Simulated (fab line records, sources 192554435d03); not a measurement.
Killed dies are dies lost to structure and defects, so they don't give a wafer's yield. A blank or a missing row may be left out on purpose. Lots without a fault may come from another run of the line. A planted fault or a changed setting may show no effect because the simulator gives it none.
Split-lot experiment | flow n5_finfet | 7 lots, 21 wafers read, on a route of 1938 steps

THE SPLIT
At N5_BEOL_M2_TRENCH_ETCH_37 (etches SiOC in C4F6/O2, target depth 55.555 nm, time 29.2 s), the setting time_s was moved away from the recipe's 29.2 s on 4 of the 21 wafers read, by -19.3% to +12.1%. The other wafers ran this setting at the recipe's value.

FROM THE SPLIT TO THE READING: what the file shows between them, 13 steps
- N5_BEOL_M2_ETCH_41: etches SiCN in CH3F/O2, target depth 29.9 nm, time 52.5 s
- N5_BEOL_M2_STRIP_97: strips in N2/H2, time 10 s
- N5_BEOL_M2_OCD_MEAS_38
- N5_BEOL_M2_HM_STRIP_39: strips TiN in peroxide tin strip, target depth 25 nm, time 158 s
- N5_BEOL_M2_SRD_40: time 30 s
- N5_BEOL_M2_ECD_50: material Cu, target thk 300 nm
- N5_BEOL_M2_ANNEAL_51: time 90 s
- N5_BEOL_M2_CMP_52: polishes, stops on SiOC, t overpolish 6.8 s, target thk 40 nm
- N5_BEOL_M2_THK_MEAS_53: measures by xrf
- N5_BEOL_M2_PRE_CLEAN_60: time 15 s
- N5_BEOL_M2_CO_CAP_55: material Co, precursor CCTBA/H2, target thk 2 nm, time 102.1 s
- N5_BEOL_M2_PRE_CLEAN_56: time 15 s
- N5_BEOL_M2_DEP_57: deposits SiCN from 3MS/NH3, target thk 8 nm, time 14 s

THE READING
M2_RS, in ohm/sq, at N5_BEOL_M2_RS_MEAS_58 (measures by four-point-probe). Fault-free wafers of this fab line usually give 0.66 ohm/sq, standard deviation 0.041 ohm/sq.

wafer  | tool, chamber at the split | time_s as run, s | against the recipe | M2_RS, ohm/sq | against lot-mates on the recipe
L074.1 | rie_diel-04, 0             | 32.73            | +12.1%             | 0.52          | -0.12
L074.2 | rie_diel-04, 1             | 32.73            | +12.1%             | 0.52          | -0.12
L074.4 | rie_diel-04, 3             | 29.2             | recipe             | 0.64          | -
L081.2 | rie_diel-01, 2             | 29.2             | recipe             | 0.70          | -
L081.3 | rie_diel-01, 3             | 31.27            | +7.1%              | 0.58          | -0.10
L081.5 | rie_diel-01, 0             | 29.2             | recipe             | 0.65          | -
L088.2 | rie_diel-06, 1             | 29.2             | recipe             | 0.62          | -
L088.3 | rie_diel-06, 0             | 23.56            | -19.3%             | 0.90          | +0.30
L088.6 | rie_diel-06, 3             | 29.2             | recipe             | 0.59          | -
L089.2 | rie_diel-04, 3             | 29.2             | recipe             | 0.65          | -
L089.3 | rie_diel-04, 2             | 29.2             | recipe             | 0.68          | -
L089.4 | rie_diel-04, 1             | 29.2             | recipe             | 0.65          | -
L091.2 | rie_diel-06, 3             | 29.2             | recipe             | 0.67          | -
L091.4 | rie_diel-06, 2             | 29.2             | recipe             | 0.58          | -
L091.5 | rie_diel-06, 2             | 29.2             | recipe             | 0.63          | -
L094.1 | rie_diel-06, 2             | 29.2             | recipe             | 0.57          | -
L094.4 | rie_diel-06, 3             | 29.2             | recipe             | 0.64          | -
L094.6 | rie_diel-06, 0             | 29.2             | recipe             | 0.67          | -
L096.1 | rie_diel-06, 0             | 29.2             | recipe             | 0.71          | -
L096.4 | rie_diel-06, 3             | 29.2             | recipe             | 0.72          | -
L096.6 | rie_diel-06, 3             | 29.2             | recipe             | 0.70          | -

THE FIT
A straight line over all 21 wafers: M2_RS changes by -0.0119 ohm/sq for each +1% of time_s; r = -0.87; the points scatter about the line by 0.041 ohm/sq.
The same after taking each lot's own level away (the mean of its wafers on the recipe; 21 wafers): -0.013 ohm/sq for each +1%; r = -0.94; scatter 0.029 ohm/sq.
On that fit, the largest move of time_s shifts the reading by 0.25 ohm/sq.
The lots' own levels span 0.605 to 0.710 ohm/sq, that is 2.6 times the standard deviation above.
So the lot-to-lot level changes the slope little: the two slopes agree.
Check: with one of the wafers moved furthest among these (-19.3%) left out of the fit, the line predicts +0.2 ohm/sq for it against its lot-mates. It came out at +0.295 ohm/sq against them.

OTHER SPLITS ON THESE WAFERS
These wafers also went through other splits before the reading. Each is held against what the fit with the lots' levels taken away leaves over:
other split on the same wafers | wafers away from the commonest value | r with M2_RS (lot level and that fit taken away)
N5_BEOL_M1_EXPOSE_08 dose_mj   | 6                                    | +0.24
N5_BEOL_M2_ETCH_69 bias_w      | 4                                    | -0.40

THE WHOLE CHAIN: every reading that the file lists as answering this split, in the file's order
step                      | what it does                                                  | reading                                                                      | change (the file's fit)               | r (the file's)
N5_BEOL_M2_TRENCH_ETCH_37 | etches SiOC in C4F6/O2, target depth 55.555 nm, time 29.2 s   | BEOL_M2.feature_depth_nm (the simulator's own value, which no gauge read)    | +0.575 nm for each +1% of the setting | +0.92
N5_BEOL_M2_TRENCH_ETCH_37 | etches SiOC in C4F6/O2, target depth 55.555 nm, time 29.2 s   | etch.depth_nm (the simulator's own value, which no gauge read)               | +0.573 nm for each +1% of the setting | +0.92
N5_BEOL_M2_OCD_MEAS_38    |                                                               | trench_depth_nm                                                              | +0.544 nm for each +1% of the setting | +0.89
N5_BEOL_M2_CMP_52         | polishes, stops on SiOC, t overpolish 6.8 s, target thk 40 nm | Cu_of_BEOL_M2_ECD_50.thk_nm (the simulator's own value, which no gauge read) | +0.606 nm for each +1% of the setting | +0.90
N5_BEOL_M2_THK_MEAS_53    | measures by xrf                                               | M2_THK                                                                       | +0.608 for each +1% of the setting    | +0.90
N5_BEOL_M2_RS_MEAS_58     | measures by four-point-probe                                  | M2_RS                                                                        | -0.0137 for each +1% of the setting   | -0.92

THE FILE'S OWN FIT
M2_RS changes by -0.0137 ohm/sq for each +1% of time_s, r = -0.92.
